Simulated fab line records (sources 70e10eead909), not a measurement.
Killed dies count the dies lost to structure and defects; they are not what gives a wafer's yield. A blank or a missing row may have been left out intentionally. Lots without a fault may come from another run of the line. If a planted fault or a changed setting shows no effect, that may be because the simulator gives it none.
What tool caused it? + flow nand_harc + 15 lots, 45 wafers sampled, at 4 steps of a route of 1302

## WHAT THE GAUGES READ, wafer by wafer
The record holds no reading of a measuring or inspecting step that can be judged against a usual standard deviation.

## TOOL THAT RAN EACH LOT (tool first, then ch and the chambers of the sampled wafers, then the start)
| lot  | NHARC_A_CHANNEL_HOLE_D1_DEP_01  | NHARC_A_CHANNEL_HOLE_D1_DESCUM_15  | NHARC_A_CHANNEL_HOLE_D1_ETCH_16    | NHARC_A_CHANNEL_HOLE_D1_ETCH_21  |
|------|---------------------------------|------------------------------------|------------------------------------|----------------------------------|
| L106 | pecvd-03 ch 0,1,2, day 8 18:19  | rie_diel-11 ch 2,3, day 8 19:13    | rie_diel-11 ch 1,2, day 8 19:45    | har_etch-01 ch 0,1, day 8 20:59  |
| L108 | pecvd-01 ch 0,1, day 10 00:14   | rie_diel-01 ch 0,2,3, day 10 03:31 | rie_diel-01 ch 0,1,3, day 10 04:10 | har_etch-01 ch 0,1, day 10 08:44 |
| L109 | pecvd-04 ch 0,2, day 10 00:14   | rie_diel-11 ch 0,2,3, day 10 01:05 | rie_diel-05 ch 1,3, day 10 03:57   | har_etch-02 ch 0,1, day 10 05:10 |
| L111 | pecvd-03 ch 0,2, day 10 22:38   | rie_diel-11 ch 0,2,3, day 10 23:22 | rie_diel-11 ch 0,3, day 10 23:55   | har_etch-01 ch 0,1, day 11 03:07 |
| L112 | pecvd-03 ch 0,2, day 11 10:40   | rie_diel-05 ch 0,1,2, day 11 11:28 | rie_diel-11 ch 0,2,3, day 11 12:05 | har_etch-01 ch 0,1, day 11 13:14 |
| L114 | pecvd-03 ch 1,2, day 11 22:40   | rie_diel-05 ch 1,2, day 11 23:35   | rie_diel-05 ch 1,3, day 12 00:07   | har_etch-02 ch 0,1, day 12 01:55 |
| L116 | pecvd-01 ch 0,1,2, day 12 23:02 | rie_diel-11 ch 1,2,3, day 12 23:58 | rie_diel-11 ch 0,1,3, day 13 00:32 | har_etch-02 ch 0,1, day 13 01:34 |
| L121 | pecvd-04 ch 1,2, day 15 01:55   | rie_diel-11 ch 0,2, day 15 02:51   | rie_diel-11 ch 0,1,2, day 15 03:26 | har_etch-01 ch 0,1, day 15 08:46 |
| L122 | pecvd-04 ch 0,1, day 15 13:17   | rie_diel-11 ch 0,3, day 15 14:11   | rie_diel-11 ch 2,3, day 15 14:43   | har_etch-01 ch 0,1, day 15 15:52 |
| L123 | pecvd-01 ch 0,1,2, day 15 22:25 | rie_diel-11 ch 0,2,3, day 15 23:20 | rie_diel-11 ch 1,2,3, day 15 23:51 | har_etch-02 ch 0,1, day 16 03:59 |
| L124 | pecvd-01 ch 0,1,2, day 16 07:50 | rie_diel-01 ch 0,1,3, day 16 08:37 | rie_diel-01 ch 2,3, day 16 09:08   | har_etch-01 ch 0, day 16 10:17   |
| L125 | pecvd-03 ch 0,1,2, day 16 21:10 | rie_diel-11 ch 0,1,2, day 16 22:04 | rie_diel-11 ch 0,1,3, day 16 22:42 | har_etch-01 ch 0,1, day 17 01:37 |
| L126 | pecvd-01 ch 0,1,2, day 17 04:33 | rie_diel-11 ch 0,1,3, day 17 05:19 | rie_diel-11 ch 0,2,3, day 17 05:55 | har_etch-01 ch 0,1, day 17 09:53 |
| L127 | pecvd-04 ch 0,1, day 17 10:50   | rie_diel-11 ch 0,1,3, day 17 11:44 | rie_diel-11 ch 0,2,3, day 17 12:23 | har_etch-02 ch 0,1, day 17 13:29 |
| L128 | pecvd-01 ch 0,1,2, day 18 07:38 | rie_diel-11 ch 1,2,3, day 18 08:29 | rie_diel-11 ch 2,3, day 18 09:01   | har_etch-01 ch 0,1, day 18 11:34 |
- NHARC_A_CHANNEL_HOLE_D1_DEP_01: deposits SiON, target thk 140 nm.
- NHARC_A_CHANNEL_HOLE_D1_DESCUM_15: chemistry O2, time 3 s.
- NHARC_A_CHANNEL_HOLE_D1_ETCH_16: etches the open film in O2/COS, target depth 3100 nm, time 806 s.
- NHARC_A_CHANNEL_HOLE_D1_ETCH_21: etches the open film in C4F8/O2/Ar, time 514.3 s, target depth 1600 nm.

## WHAT THE TOOLS THEMSELVES READ (means of the sampled wafers that have a number; where no wafer has one, the mark that the record gives instead)
NHARC_A_CHANNEL_HOLE_D1_DEP_01.
| lot  | tool     | heater_power_w (W) |
|------|----------|--------------------|
| L106 | pecvd-03 | 671                |
| L108 | pecvd-01 | 921                |
| L109 | pecvd-04 | 677                |
| L111 | pecvd-03 | 706                |
| L112 | pecvd-03 | 734                |
| L114 | pecvd-03 | 611                |
| L116 | pecvd-01 | 895                |
| L121 | pecvd-04 | 723                |
| L122 | pecvd-04 | 759                |
| L123 | pecvd-01 | 873                |
| L124 | pecvd-01 | 891                |
| L125 | pecvd-03 | 671                |
| L126 | pecvd-01 | 827                |
| L127 | pecvd-04 | 771                |
| L128 | pecvd-01 | 818                |

NHARC_A_CHANNEL_HOLE_D1_DESCUM_15.
| lot  | tool        | drypump_motor_current_A (A) | oes_product_au (a.u.) | rf_vpp_V (V) | showerhead_plenum_p_Torr (Torr) | throttle_valve_pct (%) |
|------|-------------|-----------------------------|-----------------------|--------------|---------------------------------|------------------------|
| L106 | rie_diel-11 | 5.1                         | 1.002                 | 57.8         | 1.82                            | 11.305                 |
| L108 | rie_diel-01 | 5.8                         | 0.996                 | 57.1         | 1.79                            | 11.308                 |
| L109 | rie_diel-11 | 5.4                         | 0.998                 | 57.3         | 1.87                            | 11.314                 |
| L111 | rie_diel-11 | 5.4                         | 1.001                 | 56.8         | 1.86                            | 11.308                 |
| L112 | rie_diel-05 | 5.3                         | 0.986                 | 57.9         | 1.91                            | 11.309                 |
| L114 | rie_diel-05 | 4.9                         | 0.993                 | 58.0         | 1.95                            | 11.318                 |
| L116 | rie_diel-11 | 5.6                         | 1.000                 | 57.8         | 1.83                            | 11.310                 |
| L121 | rie_diel-11 | 5.7                         | 1.002                 | 58.2         | 1.91                            | 11.311                 |
| L122 | rie_diel-11 | 5.6                         | 0.996                 | 58.5         | 1.89                            | 11.305                 |
| L123 | rie_diel-11 | 5.4                         | 0.998                 | 58.1         | 1.86                            | 11.318                 |
| L124 | rie_diel-01 | 5.7                         | 1.002                 | 57.2         | 1.85                            | 11.320                 |
| L125 | rie_diel-11 | 5.9                         | 0.999                 | 57.8         | 1.88                            | 11.313                 |
| L126 | rie_diel-11 | 5.9                         | 0.998                 | 57.1         | 1.85                            | 11.315                 |
| L127 | rie_diel-11 | 5.9                         | 0.988                 | 58.2         | 1.85                            | 11.314                 |
| L128 | rie_diel-11 | 5.7                         | 1.001                 | 57.6         | 1.83                            | 11.306                 |

NHARC_A_CHANNEL_HOLE_D1_ETCH_16.
| lot  | tool        | bias_w (W) | chamber_pressure_mTorr (mTorr) | drypump_motor_current_A (A) | oes_product_au (a.u.) | rf_vpp_V (V) | showerhead_plenum_p_Torr (Torr) | throttle_valve_pct (%) |
|------|-------------|------------|--------------------------------|-----------------------------|-----------------------|--------------|---------------------------------|------------------------|
| L106 | rie_diel-11 | 300.6      | 19.991                         | 5.7                         | 1.007                 | 314.2        | 3.03                            | 28.329                 |
| L108 | rie_diel-01 | 299.4      | 19.997                         | 5.7                         | 1.005                 | 312.8        | 3.05                            | 28.329                 |
| L109 | rie_diel-05 | 299.3      | 20.007                         | 5.7                         | 0.997                 | 316.6        | 3.28                            | 28.328                 |
| L111 | rie_diel-11 | 300.2      | 20.002                         | 5.3                         | 1.013                 | 312.3        | 3.01                            | 28.324                 |
| L112 | rie_diel-11 | 300.4      | 19.977                         | 5.4                         | 1.005                 | 313.4        | 3.05                            | 28.331                 |
| L114 | rie_diel-05 | 300.6      | 19.996                         | 5.6                         | 0.990                 | 316.5        | 3.27                            | 28.324                 |
| L116 | rie_diel-11 | 299.8      | 20.008                         | 5.9                         | 1.005                 | 312.7        | 3.03                            | 28.333                 |
| L121 | rie_diel-11 | -          | -                              | -                           | -                     | -            | -                               | -                      |
| L122 | rie_diel-11 | -          | -                              | -                           | -                     | -            | -                               | -                      |
| L123 | rie_diel-11 | -          | -                              | -                           | -                     | -            | -                               | -                      |
| L124 | rie_diel-01 | 300.3      | 20.013                         | 6.2                         | 1.005                 | 310.6        | 2.92                            | 28.326                 |
| L125 | rie_diel-11 | 299.8      | 19.990                         | 5.9                         | 1.000                 | 312.3        | 3.03                            | 28.320                 |
| L126 | rie_diel-11 | 299.5      | 20.001                         | 5.4                         | 1.007                 | 313.0        | 3.04                            | 28.325                 |
| L127 | rie_diel-11 | 300.4      | 19.990                         | 5.4                         | 1.000                 | 312.3        | 3.04                            | 28.334                 |
| L128 | rie_diel-11 | 300.3      | 20.007                         | 5.2                         | 1.006                 | 313.0        | 3.00                            | 28.338                 |

NHARC_A_CHANNEL_HOLE_D1_ETCH_21.
| lot  | tool        | c4f8_flow_sccm (sccm) | chamber_pressure_mTorr (mTorr) | drypump_motor_current_A (A) | oes_air_line_au (a.u.) | showerhead_plenum_p_Torr (Torr) | temp_c (C) | throttle_valve_pct (%) |
|------|-------------|-----------------------|--------------------------------|-----------------------------|------------------------|---------------------------------|------------|------------------------|
| L106 | har_etch-01 | 89.14                 | 19.998                         | 6.0                         | 1.009                  | 3.62                            | -20.11     | 32.149                 |
| L108 | har_etch-01 | 89.40                 | 19.996                         | 6.0                         | 1.013                  | 3.61                            | -19.97     | 32.164                 |
| L109 | har_etch-02 | 89.40                 | 20.005                         | 5.8                         | 1.011                  | 3.57                            | -19.98     | 32.148                 |
| L111 | har_etch-01 | 89.44                 | 20.007                         | 6.0                         | 0.993                  | 3.60                            | -19.98     | 32.161                 |
| L112 | har_etch-01 | 89.28                 | 20.011                         | 5.9                         | 0.999                  | 3.60                            | -19.95     | 32.157                 |
| L114 | har_etch-02 | 89.08                 | 20.006                         | 5.7                         | 0.995                  | 3.63                            | -20.00     | 32.158                 |
| L116 | har_etch-02 | 89.48                 | 20.009                         | 5.7                         | 0.987                  | 3.62                            | -20.05     | 32.148                 |
| L121 | har_etch-01 | 89.54                 | 20.001                         | 6.0                         | 0.976                  | 3.57                            | -20.01     | 32.160                 |
| L122 | har_etch-01 | 89.42                 | 19.997                         | 5.5                         | 1.013                  | 3.61                            | -19.91     | 32.160                 |
| L123 | har_etch-02 | 89.19                 | 19.980                         | 5.7                         | 1.009                  | 3.60                            | -19.87     | 32.155                 |
| L124 | har_etch-01 | 89.22                 | 20.007                         | 6.3                         | 0.980                  | 3.51                            | -20.11     | 32.153                 |
| L125 | har_etch-01 | 89.29                 | 20.004                         | 6.0                         | 1.018                  | 3.55                            | -20.04     | 32.160                 |
| L126 | har_etch-01 | 89.36                 | 20.001                         | 5.5                         | 0.981                  | 3.59                            | -19.96     | 32.159                 |
| L127 | har_etch-02 | 89.45                 | 19.995                         | 5.7                         | 1.020                  | 3.84                            | -20.02     | 32.149                 |
| L128 | har_etch-01 | 89.73                 | 19.985                         | 5.5                         | 0.989                  | 3.59                            | -19.98     | 32.148                 |

## THE ANSWER, worked out from the rows above alone
Rule: what is usual is taken from the lots themselves. Put in order of their means at a reading, lots are off if they are a third of the lots or fewer, leave a main group of 4 or more, and stand apart from it by a gap of 3 or more times the standard deviation of the main group's means; of several such gaps the widest counts. The tables above print the reading to a certain number of digits; a main group whose means all agree to those digits is not used. Also off: a lot with no number at a reading for which 4 or more lots have one. All remaining lots with rows at the step are treated as sound. Order of review: gauges by route order, followed by the tools' own readings, for which a lot's mean as printed above is used. At the first step where some lot is off, the reading lying furthest off is the one used; lots without a number count as furthest.
Off: L121, L122, L123, at NHARC_A_CHANNEL_HOLE_D1_ETCH_16 (bias_w). Without a number there: L121, L122, L123. The main group: mean 300.1 W, standard deviation 0.45.
A tool fits if, at that step or a process step before it, it ran every lot that is off, and no sound lot after the first of them. Of those tried, none fits.

## WHAT THE SIMULATOR HAD INSERTED
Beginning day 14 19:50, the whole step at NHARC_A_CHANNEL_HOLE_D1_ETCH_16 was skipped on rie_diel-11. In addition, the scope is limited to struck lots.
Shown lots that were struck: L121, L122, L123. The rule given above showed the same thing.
